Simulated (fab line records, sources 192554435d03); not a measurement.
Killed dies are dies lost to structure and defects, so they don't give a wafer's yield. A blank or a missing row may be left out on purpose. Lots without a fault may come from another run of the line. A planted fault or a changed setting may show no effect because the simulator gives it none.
fab line records | flow n5_finfet
record lots=24 wafers=72 last_day=18
route steps=1938 shown BEOL_M4@1043
lots that met no fault: from a run of the same line without faults
start_h: hours from the record's first day to the start of the lot's first wafer shown | wait_h: hours since the lot's step before | " the same as in the row above | L1.1+2: a row that stands for several wafers | - no value, or no start given | * or withheld: withheld | < > ~ a bound
route shown NAME@n: a module of which the file shows steps, and the number in the route of the first | usual: mean/standard deviation of fault-free wafers | same: alike in all rows | chamber/n: place in a boat | sites: the reading at each site | _std_site: their standard deviation | _edge_site: outer sites' mean less inner sites' | radius_mm: how far each site lies from the wafer's centre | mask NAME#n: copy n | behind: the tool/chamber that last shaped the wafer | hold: why the lot was held/for how many hours/how that ended | device: the transistor (n, p or np) that didn't switch | end of line: the same wafers' tests at the end of the route | a step without rows: its recipe alone | killed: dies lost to structure and defects at the first sort, not the wafer's yield | map: a wafer's dies, x killed, . not, _ none there
set.NAME: the setting as run; set.NAME@STEP: as run at that earlier step | model.NAME: the simulator's own value behind a step, which no gauge read
steps of the route over a sample of lots; a table a step, a row a wafer
services: from which hour (start_h, from the record's first day; less than 0 if before it) a tool's chamber was out of use, for how many hours, and why
## steps
# step N5_BEOL_M4_STRIP_66
# recipe chemistry=CF4 resist=SiARC power_w=300 bias_power_w=75 pressure_mtorr=50 cf4_flow_sccm=150 rf_frequency_hz=6e+07
# usual cf4_flow_sccm=149.9/0.44 drypump_motor_current_A=5.5/0.43 oes_product_au=0.81/0.073 rf_vpp_V=271.6/1.2 showerhead_plenum_p_Torr=1.81/0.042 throttle_valve_pct=13.35/0.25
# columns lot.wafer tool chamber start_h wait_h cf4_flow_sccm drypump_motor_current_A oes_product_au rf_hours_counter_h rf_vpp_V showerhead_plenum_p_Torr throttle_valve_pct
L074.1 rie_diel-01 0 154.95 0.0 150.1 5.6 0.73 167 272.0 1.87 13.59
L074.2 " 3 " " 150.4 4.8 0.78 86 271.6 1.80 13.09
L074.5 " 3 " " 150.6 4.8 0.78 - 270.8 1.80 13.08
L075.3 rie_diel-02 0 159.40 0.0 150.2 6.2 0.92 11 269.6 1.77 13.63
L075.4 " 2 " " 150.0 6.2 0.89 18 270.8 1.78 13.07
L075.5 " 3 " " 149.6 6.1 0.71 - 269.1 1.76 13.69
L076.1 rie_diel-01 2 160.87 0.0 149.3 5.5 0.89 20 272.6 1.82 13.32
L076.2 " 3 " " 150.2 4.8 0.78 88 271.5 1.79 13.09
L076.3 " 0 " " 150.0 5.6 0.73 169 273.3 1.87 13.58
L077.3 rie_diel-02 0 169.60 0.0 150.3 6.2 0.91 14 270.1 1.77 13.66
L077.4 " 1 " " 150.3 5.4 0.81 75 271.0 1.74 13.12
L077.5 " 0 " " 150.0 6.2 0.91 - 271.6 1.77 13.66
L079.2 rie_diel-01 0 180.20 0.0 150.0 5.6 0.72 176 271.5 1.86 13.60
L079.3 " 1 " " 150.0 5.5 0.92 9 272.5 1.83 12.98
L079.4 " 2 " " 150.1 5.6 0.88 26 271.0 1.82 13.32
L078.1 rie_diel-01 2 186.78 0.0 150.5 5.6 0.87 29 272.5 1.82 13.35
L078.3 " 1 " " 150.4 5.5 0.91 12 272.3 1.83 13.02
L078.4 " 3 " " 149.9 4.8 0.77 97 271.7 1.79 13.10
L080.2 rie_diel-01 1 193.17 0.0 150.0 5.5 0.90 14 271.8 1.82 13.01
L080.3 " 0 " " 150.4 5.6 0.72 181 272.1 1.86 13.61
L080.4 " 2 " " 150.5 5.6 0.88 32 271.3 1.82 13.35
L081.1 rie_diel-01 0 199.39 0.0 150.2 5.6 0.71 184 273.3 1.86 13.62
L081.3 " 1 " " 149.6 5.6 0.90 16 272.8 1.82 13.00
L081.6 " 1 " " 149.5 5.6 0.90 - 273.3 1.82 13.03
L082.1 rie_diel-01 3 206.55 0.0 149.6 4.8 0.77 105 271.7 1.79 13.13
L082.3 " 0 " " 150.0 5.6 0.71 187 271.7 1.86 13.64
L082.4 " 1 " " 149.5 5.5 0.89 20 271.5 1.82 13.02
L083.2 rie_diel-01 3 214.04 0.0 149.2 4.8 0.76 107 270.4 1.79 13.14
L083.3 " 1 " " 150.5 5.6 0.88 22 272.5 1.82 13.03
L083.6 " 0 " " 150.5 5.6 0.71 - 273.8 1.86 13.64
L084.3 rie_diel-04 2 219.17 0.0 150.5 5.0 0.81 69 271.3 1.80 13.13
L084.5 " 1 " " 150.0 5.2 0.88 - 272.6 1.91 13.36
L084.6 " 2 " " 150.0 4.9 0.82 - 270.1 1.80 13.15
L085.1 rie_diel-01 0 219.39 0.0 149.5 5.7 0.72 191 272.3 1.86 13.63
L085.2 " 1 " " 149.4 5.5 0.88 24 271.9 1.82 13.02
L085.6 " 2 " " 151.0 5.6 0.85 - 271.6 1.82 13.36
L086.3 rie_diel-04 0 232.27 0.0 150.1 5.9 0.89 17 270.9 1.78 13.58
L086.4 " 2 " " 149.4 5.0 0.81 73 270.1 1.80 13.15
L086.5 " 0 " " 149.8 5.8 0.88 - 271.6 1.78 13.56
L087.3 rie_diel-01 3 250.70 0.0 148.9 4.8 0.75 121 271.5 1.79 13.18
L087.4 " 1 " " 150.6 5.5 0.85 35 271.9 1.82 13.06
L087.5 " 3 " " 149.6 4.8 0.75 - 272.4 1.79 13.13
L088.1 rie_diel-04 3 251.71 0.0 149.6 5.6 0.92 16 273.0 1.83 13.33
L088.2 " 0 " " 149.6 5.9 0.88 23 270.2 1.78 13.58
L088.5 " 2 " " 149.5 4.9 0.80 - 272.1 1.80 13.18
L090.4 rie_diel-01 0 265.56 0.0 149.7 5.6 0.70 207 273.7 1.85 13.67
L090.5 " 2 " " 150.4 5.6 0.83 - 270.6 1.81 13.42
L090.6 " 1 " " 149.9 5.6 0.86 - 270.9 1.82 13.05
L089.2 rie_diel-01 3 266.58 0.0 150.7 4.8 0.75 126 271.8 1.78 13.18
L089.5 " 3 " " 150.6 4.8 0.75 - 273.3 1.78 13.17
L089.6 " 0 " " 150.1 5.7 0.70 - 274.3 1.85 13.66
L091.1 rie_diel-02 1 270.01 0.0 149.9 5.4 0.77 107 269.7 1.73 13.21
L091.3 " 2 " " 150.4 6.2 0.84 52 269.4 1.77 13.19
L091.6 " 1 " " 149.6 5.4 0.77 - 269.9 1.73 13.20
L092.1 rie_diel-01 0 270.64 0.0 149.5 5.6 0.69 210 273.3 1.85 13.66
L092.2 " 2 " " 149.3 5.6 0.82 61 272.1 1.81 13.41
L092.5 " 0 " " 149.5 5.6 0.69 - 270.8 1.85 13.68
L094.2 rie_diel-02 2 272.51 0.0 149.9 6.2 0.84 53 271.4 1.77 13.17
L094.3 " 1 " " 150.3 5.4 0.77 108 269.3 1.73 13.20
L094.4 " 0 " " 149.8 6.2 0.84 49 269.8 1.76 13.73
L093.1 rie_diel-01 1 276.62 0.0 150.2 5.5 0.84 46 271.9 1.82 13.08
L093.4 " 2 " " 150.2 5.6 0.82 64 271.1 1.81 13.44
L093.5 " 2 " " 149.9 5.6 0.83 - 270.4 1.81 13.42
L095.4 rie_diel-02 0 280.44 0.0 149.1 6.2 0.84 52 270.9 1.76 13.73
L095.5 " 3 " " 149.6 6.1 0.69 - 270.8 1.75 13.78
L095.6 " 0 " " 149.1 6.2 0.84 - 271.0 1.76 13.73
L096.1 rie_diel-04 3 311.68 0.0 149.7 5.6 0.90 23 273.8 1.82 13.35
L096.3 " 1 " " 149.4 5.1 0.84 62 272.9 1.90 13.43
L096.5 " 1 " " 150.5 5.2 0.84 - 272.7 1.90 13.43
L097.2 rie_diel-02 3 313.55 0.0 150.6 6.1 0.67 244 271.2 1.74 13.83
L097.4 " 1 " " 149.6 5.4 0.76 123 270.4 1.73 13.23
L097.5 " 2 " " 150.3 6.1 0.81 - 271.4 1.76 13.21
# step N5_BEOL_M4_CD_MEAS_28
# recipe target_cd_nm=26.2 landing_energy_ev=500 detector=se_inlens target_cd_y_nm=24.1 polarity=opening
# usual cd_nm=26.23/0.25
# columns lot.wafer tool chamber start_h wait_h cd_nm
L074.1 cd_sem-02 0 155.62 - 25.85
L074.2 " 0 " " 25.86
L074.5 " 0 " " 26.33
L075.3 cd_sem-02 0 160.17 - 26.36
L075.4 " 0 " " 26.13
L075.5 " 0 " " 26.35
L076.1 cd_sem-01 0 161.41 - 26.00
L076.2 " 0 " " 26.53
L076.3 " 0 " " 26.43
L077.3 cd_sem-03 0 170.27 - 26.84
L077.4 " 0 " " 26.13
L077.5 " 0 " " 26.44
L079.2 cd_sem-03 0 180.78 - 26.37
L079.3 " 0 " " 26.17
L079.4 " 0 " " 26.26
L078.1 cd_sem-01 0 187.54 - 26.42
L078.3 " 0 " " 26.05
L078.4 " 0 " " 26.11
L080.2 cd_sem-02 0 193.84 - 26.19
L080.3 " 0 " " 25.99
L080.4 " 0 " " 25.95
L081.1 cd_sem-01 0 199.94 - 26.25
L081.3 " 0 " " 26.13
L081.6 " 0 " " 26.01
L082.1 cd_sem-03 0 207.11 - 26.34
L082.3 " 0 " " 26.31
L082.4 " 0 " " 26.43
L083.2 cd_sem-02 0 214.58 - 26.37
L083.3 " 0 " " 25.95
L083.6 " 0 " " 26.38
L084.3 cd_sem-01 0 219.92 - 26.45
L084.5 " 0 " " 26.31
L084.6 " 0 " " 26.27
L085.1 cd_sem-01 0 220.10 - 26.46
L085.2 " 0 " " 26.18
L085.6 " 0 " " 26.10
L086.3 cd_sem-02 0 232.88 - 26.45
L086.4 " 0 " " 26.16
L086.5 " 0 " " 26.10
L087.3 cd_sem-03 0 251.37 - 26.15
L087.4 " 0 " " 26.26
L087.5 " 0 " " 26.16
L088.1 cd_sem-03 0 252.25 - 26.39
L088.2 " 0 " " 25.96
L088.5 " 0 " " 26.15
L090.4 cd_sem-03 0 266.50 - 26.26
L090.5 " 0 " " 26.03
L090.6 " 0 " " 26.73
L089.2 cd_sem-01 0 267.18 - 26.28
L089.5 " 0 " " 25.99
L089.6 " 0 " " 26.21
L091.1 cd_sem-01 0 270.78 - 26.52
L091.3 " 0 " " 26.55
L091.6 " 0 " " 26.09
L092.1 cd_sem-03 0 271.47 - 25.98
L092.2 " 0 " " 26.25
L092.5 " 0 " " 25.84
L094.2 cd_sem-03 0 273.39 - 26.47
L094.3 " 0 " " 26.66
L094.4 " 0 " " 26.46
L093.1 cd_sem-02 0 277.54 - 26.40
L093.4 " 0 " " 26.60
L093.5 " 0 " " 26.08
L095.4 cd_sem-03 0 281.25 - 26.42
L095.5 " 0 " " 25.90
L095.6 " 0 " " 26.26
L096.1 cd_sem-03 0 312.26 - 26.15
L096.3 " 0 " " 26.40
L096.5 " 0 " " 26.73
L097.2 cd_sem-01 0 314.28 - 26.12
L097.4 " 0 " " 26.02
L097.5 " 0 " " 26.32
# step N5_BEOL_M4_OVL_MEAS_29
# recipe points_per_wafer=522
# usual V3_OVL=-0.1/0.61
# columns lot.wafer tool chamber start_h wait_h V3_OVL[nm]
L074.1 overlay-02 0 155.65 0.0 0.5
L074.2 " 0 " " 0.9
L074.5 " 0 " " 0.7
L075.3 overlay-01 0 160.21 0.0 -0.4
L075.4 " 0 " " 0.8
L075.5 " 0 " " 0.4
L076.1 overlay-02 0 161.44 0.0 -0.4
L076.2 " 0 " " -0.5
L076.3 " 0 " " 0.0
L077.3 overlay-01 0 170.31 0.0 0.0
L077.4 " 0 " " 0.1
L077.5 " 0 " " -0.8
L079.2 overlay-01 0 180.81 0.0 -0.8
L079.3 " 0 " " -0.5
L079.4 " 0 " " -0.3
L078.1 overlay-01 0 187.57 0.0 1.0
L078.3 " 0 " " 1.2
L078.4 " 0 " " 0.7
L080.2 overlay-01 0 193.88 0.0 -0.8
L080.3 " 0 " " -0.3
L080.4 " 0 " " -0.2
L081.1 overlay-01 0 199.97 0.0 -0.7
L081.3 " 0 " " -0.3
L081.6 " 0 " " -0.4
L082.1 overlay-02 0 207.14 0.0 -0.2
L082.3 " 0 " " 0.1
L082.4 " 0 " " -0.6
L083.2 overlay-02 0 214.61 0.0 -0.7
L083.3 " 0 " " -0.1
L083.6 " 0 " " -1.3
L084.3 overlay-02 0 219.96 0.0 0.3
L084.5 " 0 " " -0.4
L084.6 " 0 " " -0.5
L085.1 overlay-02 0 220.13 0.0 -1.5
L085.2 " 0 " " -0.4
L085.6 " 0 " " -0.8
L086.3 overlay-01 0 232.92 0.0 -0.4
L086.4 " 0 " " -1.1
L086.5 " 0 " " -0.8
L087.3 overlay-01 0 251.41 0.0 -0.6
L087.4 " 0 " " 0.3
L087.5 " 0 " " -0.9
L088.1 overlay-01 0 252.28 0.0 -0.1
L088.2 " 0 " " 0.4
L088.5 " 0 " " -0.3
L090.4 overlay-01 0 266.55 0.0 -0.3
L090.5 " 0 " " 0.2
L090.6 " 0 " " -0.4
L089.2 overlay-02 0 267.22 0.0 0.6
L089.5 " 0 " " 0.0
L089.6 " 0 " " 1.2
L091.1 overlay-01 0 270.81 0.0 -0.7
L091.3 " 0 " " -0.9
L091.6 " 0 " " -0.3
L092.1 overlay-01 0 271.50 0.0 0.4
L092.2 " 0 " " 0.2
L092.5 " 0 " " -0.3
L094.2 overlay-02 0 273.42 0.0 -0.3
L094.3 " 0 " " 0.4
L094.4 " 0 " " -0.1
L093.1 overlay-02 0 277.58 0.0 0.9
L093.4 " 0 " " 0.5
L093.5 " 0 " " 0.0
L095.4 overlay-02 0 281.29 0.0 0.4
L095.5 " 0 " " 0.0
L095.6 " 0 " " -0.4
L096.1 overlay-02 0 312.30 0.0 -0.2
L096.3 " 0 " " -0.1
L096.5 " 0 " " 0.3
L097.2 overlay-02 0 314.31 0.0 0.3
L097.4 " 0 " " 0.7
L097.5 " 0 " " 0.0
# step N5_BEOL_M4_STRIP_97
# recipe chemistry=N2/H2 time_s=10 power_w=450 temp_c=40 pressure_mtorr=20 rf_frequency_hz=6e+07 bias_power_w=7 n2_flow_sccm=200 h2_flow_sccm=200
# usual drypump_motor_current_A=5.5/0.45 oes_product_au=0.82/0.077 rf_vpp_V=59.2/0.88 showerhead_plenum_p_Torr=2.55/0.075 throttle_valve_pct=23.45/0.19
# columns lot.wafer tool chamber start_h wait_h drypump_motor_current_A oes_product_au rf_hours_counter_h rf_vpp_V showerhead_plenum_p_Torr throttle_valve_pct
L074.1 rie_diel-01 1 - - 5.5 0.98 0 60.3 2.59 23.11
L074.2 " 0 " " 5.7 0.73 168 59.7 2.64 23.22
L074.5 " 2 " " 5.6 0.94 - 59.0 2.59 23.53
L075.3 rie_diel-04 2 - - 4.9 0.86 46 59.5 2.59 23.84
L075.4 " 3 " " 5.6 0.69 242 60.2 2.61 23.76
L075.5 " 2 " " 4.9 0.86 - 59.5 2.59 23.83
L076.1 rie_diel-01 3 - - 4.8 0.77 89 59.2 2.57 23.48
L076.2 " 2 " " 5.6 0.93 21 59.6 2.59 23.52
L076.3 " 1 " " 5.5 0.95 3 59.7 2.59 23.13
L077.3 rie_diel-02 0 - - 6.2 0.93 15 58.8 2.47 23.58
L077.4 " 3 " " 6.1 0.72 194 59.1 2.49 23.51
L077.5 " 1 " " 5.4 0.81 - 60.0 2.46 23.34
L079.2 rie_diel-01 1 - - 5.5 0.93 11 58.1 2.58 23.15
L079.3 " 3 " " 4.8 0.77 96 58.1 2.56 23.51
L079.4 " 2 " " 5.6 0.92 28 58.8 2.59 23.54
L078.1 rie_diel-04 0 - - 5.8 0.93 4 57.8 2.47 23.40
L078.3 " 2 " " 5.0 0.84 58 59.3 2.59 23.85
L078.4 " 2 " " 5.0 0.83 - 58.0 2.59 23.86
L080.2 rie_diel-01 1 - - 5.6 0.91 15 59.6 2.58 23.14
L080.3 " 2 " " 5.6 0.91 33 60.1 2.58 23.54
L080.4 " 3 " " 4.8 0.76 101 60.4 2.56 23.52
L081.1 rie_diel-01 3 - - 4.8 0.77 105 60.2 2.56 23.53
L081.3 " 1 " " 5.6 0.90 20 58.2 2.58 23.15
L081.6 " 3 " " 4.8 0.76 - 58.0 2.56 23.52
L082.1 rie_diel-01 1 - - 5.5 0.90 22 58.9 2.58 23.13
L082.3 " 0 " " 5.6 0.72 189 58.8 2.63 23.24
L082.4 " 2 " " 5.6 0.90 38 61.1 2.58 23.55
L083.2 rie_diel-02 2 - - 6.2 0.85 39 58.5 2.48 23.22
L083.3 " 3 " " 6.1 0.71 211 59.7 2.49 23.54
L083.6 " 1 " " 5.4 0.79 - 59.1 2.46 23.36
L084.3 rie_diel-04 3 - - 5.6 0.96 8 60.5 2.60 23.52
L084.5 " 3 " " 5.6 0.96 - 59.0 2.60 23.50
L084.6 " 2 " " 5.0 0.83 - 59.4 2.58 23.88
L085.1 rie_diel-01 3 - - 4.8 0.75 112 58.0 2.56 23.52
L085.2 " 0 " " 5.6 0.71 194 59.2 2.63 23.27
L085.6 " 2 " " 5.6 0.89 - 58.6 2.58 23.56
L086.3 rie_diel-01 0 - - 5.6 0.71 200 59.7 2.63 23.24
L086.4 " 3 " " 4.8 0.76 118 61.5 2.55 23.54
L086.5 " 0 " " 5.6 0.72 - 58.6 2.63 23.27
L087.3 rie_diel-01 1 - - 5.6 0.87 36 59.6 2.57 23.16
L087.4 " 2 " " 5.6 0.87 53 57.4 2.57 23.58
L087.5 " 1 " " 5.5 0.87 - 58.8 2.57 23.17
L088.1 rie_diel-02 2 - - 6.2 0.83 45 58.3 2.48 23.23
L088.2 " 3 " " 6.1 0.70 222 59.0 2.48 23.54
L088.5 " 2 " " 6.2 0.82 - 57.6 2.48 23.21
L090.4 rie_diel-02 2 - - 6.2 0.82 50 59.4 2.48 23.24
L090.5 " 0 " " 6.2 0.86 - 58.9 2.46 23.61
L090.6 " 1 " " 5.4 0.78 - 58.2 2.45 23.37
L089.2 rie_diel-02 0 - - 6.2 0.86 47 58.8 2.46 23.62
L089.5 " 0 " " 6.2 0.85 - 59.4 2.46 23.60
L089.6 " 3 " " 6.1 0.70 - 58.1 2.48 23.56
L091.1 rie_diel-04 2 - - 5.0 0.80 83 59.0 2.58 23.88
L091.3 " 3 " " 5.6 0.92 19 59.5 2.59 23.52
L091.6 " 0 " " 5.9 0.88 - 59.7 2.46 23.43
L092.1 rie_diel-01 3 - - 4.8 0.74 133 58.9 2.55 23.56
L092.2 " 0 " " 5.7 0.71 214 59.9 2.62 23.27
L092.5 " 1 " " 5.5 0.86 - 59.5 2.57 23.19
L094.2 rie_diel-02 0 - - 6.2 0.86 51 59.9 2.46 23.63
L094.3 " 2 " " 6.2 0.81 56 59.2 2.48 23.23
L094.4 " 1 " " 5.4 0.77 111 58.5 2.45 23.38
L095.4 rie_diel-01 1 - - 5.5 0.84 49 57.9 2.57 23.18
L095.5 " 3 " " 4.8 0.73 - 59.5 2.55 23.56
L095.6 " 2 " " 5.6 0.85 - 60.6 2.57 23.58
L093.1 rie_diel-02 3 - - 6.1 0.70 234 59.6 2.48 23.57
L093.4 " 1 " " 5.4 0.76 113 58.8 2.45 23.40
L093.5 " 0 " " 6.3 0.85 - 58.1 2.45 23.63
L096.1 rie_diel-04 0 - - 5.9 0.86 40 59.5 2.46 23.43
L096.3 " 1 " " 5.2 0.83 63 60.2 2.71 23.48
L096.5 " 2 " " 5.0 0.78 - 59.3 2.57 23.90
L097.2 rie_diel-04 2 - - 5.0 0.79 97 59.3 2.57 23.90
L097.4 " 0 " " 5.8 0.85 41 58.0 2.46 23.44
L097.5 " 3 " " 5.6 0.92 - 60.3 2.59 23.53
# step N5_BEOL_M4_CD_MEAS_35
# recipe target_cd_nm=18 target_cd_y_nm=22.4 polarity=opening
# usual cd_nm=18.0/0.47
# columns lot.wafer tool chamber start_h wait_h cd_nm
L074.1 cd_sem-02 - 157.62 0.0 17.5
L074.2 " - " " 17.0
L074.5 " - " " 18.0
L075.3 cd_sem-02 - 163.33 0.0 17.3
L075.4 " - " " 18.1
L075.5 " - " " 17.1
L076.1 cd_sem-03 - 163.43 0.0 18.5
L076.2 " - " " 17.5
L076.3 " - " " 17.6
L077.3 cd_sem-02 - 171.57 0.0 17.9
L077.4 " - " " 17.9
L077.5 " - " " 18.5
L079.2 cd_sem-02 - 185.20 0.0 18.0
L079.3 " - " " 18.5
L079.4 " - " " 18.0
L078.1 cd_sem-02 - 188.99 0.0 17.4
L078.3 " - " " 18.1
L078.4 " - " " 17.7
L080.2 cd_sem-02 - 196.21 0.0 18.7
L080.3 " - " " 17.5
L080.4 " - " " 17.8
L081.1 cd_sem-02 - 208.77 0.0 18.0
L081.3 " - " " 18.0
L081.6 " - " " 18.0
L082.1 cd_sem-02 - 214.11 0.0 18.1
L082.3 " - " " 17.7
L082.4 " - " " 17.4
L083.2 cd_sem-02 - 218.47 0.0 17.9
L083.3 " - " " 18.4
L083.6 " - " " 18.1
L084.3 cd_sem-01 - 221.68 0.0 18.2
L084.5 " - " " 19.4
L084.6 " - " " 17.8
L085.1 cd_sem-01 - 226.06 0.0 17.9
L085.2 " - " " 17.8
L085.6 " - " " 18.1
L086.3 cd_sem-01 - 244.08 0.0 17.9
L086.4 " - " " 18.3
L086.5 " - " " 18.4
L087.3 cd_sem-02 - 252.43 0.0 18.0
L087.4 " - " " 18.2
L087.5 " - " " 18.0
L088.1 cd_sem-03 - 253.19 0.0 17.4
L088.2 " - " " 17.6
L088.5 " - " " 17.8
L090.4 cd_sem-03 - 268.04 0.0 18.7
L090.5 " - " " 18.7
L090.6 " - " " 18.5
L089.2 cd_sem-03 - 270.58 0.0 18.9
L089.5 " - " " 18.3
L089.6 " - " " 17.4
L091.1 cd_sem-03 - 276.40 0.0 17.9
L091.3 " - " " 17.3
L091.6 " - " " 18.2
L092.1 cd_sem-01 - 279.25 0.0 17.9
L092.2 " - " " 17.9
L092.5 " - " " 17.9
L094.2 cd_sem-02 - 279.52 0.0 17.9
L094.3 " - " " 18.5
L094.4 " - " " 17.8
L095.4 cd_sem-03 - 285.03 0.0 17.5
L095.5 " - " " 17.5
L095.6 " - " " 18.0
L093.1 cd_sem-03 - 285.04 0.0 19.0
L093.4 " - " " 18.4
L093.5 " - " " 18.3
L096.1 cd_sem-03 - 313.30 0.0 18.2
L096.3 " - " " 18.0
L096.5 " - " " 18.7
L097.2 cd_sem-03 - 315.76 0.0 17.3
L097.4 " - " " 18.1
L097.5 " - " " 17.7
# step N5_BEOL_M4_ANNEAL_89
# recipe temp_c=400 time_s=240 ambient=vacuum
# usual heater_power_w=833/89
# columns lot.wafer tool chamber start_h wait_h heater_power_w
L074.1 pvd_sputter-02 - 159.51 0.0 844
L074.2 " - " " 801
L074.5 " - " " 791
L075.3 pvd_sputter-01 - 165.32 0.0 797
L075.4 " - " " 758
L075.5 " - " " 755
L076.1 pvd_sputter-01 - 167.16 0.0 797
L076.2 " - " " 930
L076.3 " - " " 817
L077.3 pvd_sputter-01 - 173.70 0.0 731
L077.4 " - " " 774
L077.5 " - " " 775
L079.2 pvd_sputter-02 - 187.28 0.0 875
L079.3 " - " " 803
L079.4 " - " " 811
L078.1 pvd_sputter-01 - 190.83 0.0 752
L078.3 " - " " 962
L078.4 " - " " 760
L080.2 pvd_sputter-01 - 198.50 0.0 947
L080.3 " - " " 758
L080.4 " - " " 795
L081.1 pvd_sputter-03 - 211.95 0.0 1016
L081.3 " - " " 852
L081.6 " - " " 827
L082.1 pvd_sputter-02 - 216.16 0.0 897
L082.3 " - " " 806
L082.4 " - " " 829
L083.2 pvd_sputter-03 - 220.91 0.0 621
L083.3 " - " " 841
L083.6 " - " " 847
L084.3 pvd_sputter-02 - 224.94 0.0 894
L084.5 " - " " 864
L084.6 " - " " 854
L085.1 pvd_sputter-01 - 228.28 0.0 937
L085.2 " - " " 748
L085.6 " - " " 936
L086.3 pvd_sputter-01 - 246.17 0.0 754
L086.4 " - " " 806
L086.5 " - " " 740
L087.3 pvd_sputter-03 - 254.37 0.0 831
L087.4 " - " " 628
L087.5 " - " " 827
L088.1 pvd_sputter-02 - 254.91 0.0 873
L088.2 " - " " 813
L088.5 " - " " 890
L090.4 pvd_sputter-02 - 270.03 0.0 878
L090.5 " - " " 856
L090.6 " - " " 891
L089.2 pvd_sputter-01 - 272.15 0.0 749
L089.5 " - " " 774
L089.6 " - " " 778
L091.1 pvd_sputter-03 - 278.08 0.0 820
L091.3 " - " " 999
L091.6 " - " " 1028
L092.1 pvd_sputter-01 - 283.04 0.0 818
L092.2 " - " " 963
L092.5 " - " " 957
L094.2 pvd_sputter-02 - 284.10 0.0 798
L094.3 " - " " 796
L094.4 " - " " 882
L095.4 pvd_sputter-03 - 287.00 0.0 1018
L095.5 " - " " 823
L095.6 " - " " 832
L093.1 pvd_sputter-01 - 287.61 0.0 793
L093.4 " - " " 761
L093.5 " - " " 816
L096.1 pvd_sputter-01 - 315.10 0.0 935
L096.3 " - " " 754
L096.5 " - " " 806
L097.2 pvd_sputter-03 - 319.03 0.0 826
L097.4 " - " " 631
L097.5 " - " " 1024
## services
# columns tool chamber start_h hours kind
rie_diel-01 1 139.95 - clean
rie_diel-01 1 139.95 - consumable_replace:focus_ring
rie_diel-01 1 139.95 16.9 scheduled_down
rie_diel-01 1 139.95 16.9 vent_cycle
rie_diel-04 0 165.14 - clean
rie_diel-04 0 165.14 - consumable_replace:focus_ring
rie_diel-04 0 165.14 17.2 scheduled_down
rie_diel-04 0 165.14 17.2 vent_cycle
rie_diel-04 1 173.76 7.8 repair
pvd_sputter-02 - 174.82 1.6 repair
rie_diel-04 3 182.36 - clean
rie_diel-04 3 182.36 - consumable_replace:focus_ring
rie_diel-04 3 182.36 21.1 scheduled_down
rie_diel-04 3 182.36 21.1 vent_cycle
rie_diel-02 2 220.06 5.1 repair
rie_diel-02 - 236.00 4.0 repair
rie_diel-04 - 260.98 14.6 pm
rie_diel-04 3 277.80 22.7 repair
rie_diel-04 - 278.13 2.0 repair
## key
fault none
